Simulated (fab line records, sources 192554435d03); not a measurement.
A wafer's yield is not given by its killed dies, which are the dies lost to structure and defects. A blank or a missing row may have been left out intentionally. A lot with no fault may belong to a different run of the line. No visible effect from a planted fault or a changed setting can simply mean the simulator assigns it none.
Matching of chambers -- flow n5 finfet -- N5_MOL_CONTACT_COAG_ALD_133 on ald sin-03: 4 sister chambers
The step deposits SiO2, target thk 5 nm, pulse time 1 s, co reactant pulse time 1 s. 4 wafers are shown with their chamber, then 9 later ones without.

== WAFERS, EACH WITH ITS CHAMBER ==
wafer,chamber,heater power w (W)
L088.6,1,71
L093.1,0,79
L093.4,3,79
L093.6,2,69

== WAFERS MISSING THEIR CHAMBER ==
wafer,heater power w (W)
L094.1,78
L094.5,80
L094.6,81
L095.1,71
L095.2,80
L095.3,70
L095.4,81
L095.5,72
L095.6,82

== THE CHAMBER EACH PASSED THROUGH ==
wafer,from the rows above,in truth
L094.1,can't be placed: 0 or 3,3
L094.5,can't be placed: 0 or 3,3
L094.6,can't be placed: 0 or 3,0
L095.1,can't be placed: 1 or 2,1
L095.2,can't be placed: 0 or 3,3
L095.3,can't be placed: 1 or 2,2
L095.4,can't be placed: 0 or 3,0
L095.5,can't be placed: 1 or 2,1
L095.6,can't be placed: 0 or 3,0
Placed correctly: 0 of 9. Can't be placed from these rows: 9 (the true chamber is among the candidates in 9). Number placed wrongly: 0.
How it was worked out, from the rows above alone: a wafer's distance from a chamber is the root of the sum, over the readings, of the square of ((its reading less the chamber's mean) divided by the reading's scatter). If the next closest chamber is less than 2 further off than the closest, the wafer can't be placed; otherwise it belongs to the closest. A chamber's mean is the mean of its shown wafers. The scatter: with one shown wafer a chamber, the root of the mean of the squares of how far each hidden wafer lies from its nearest shown one.
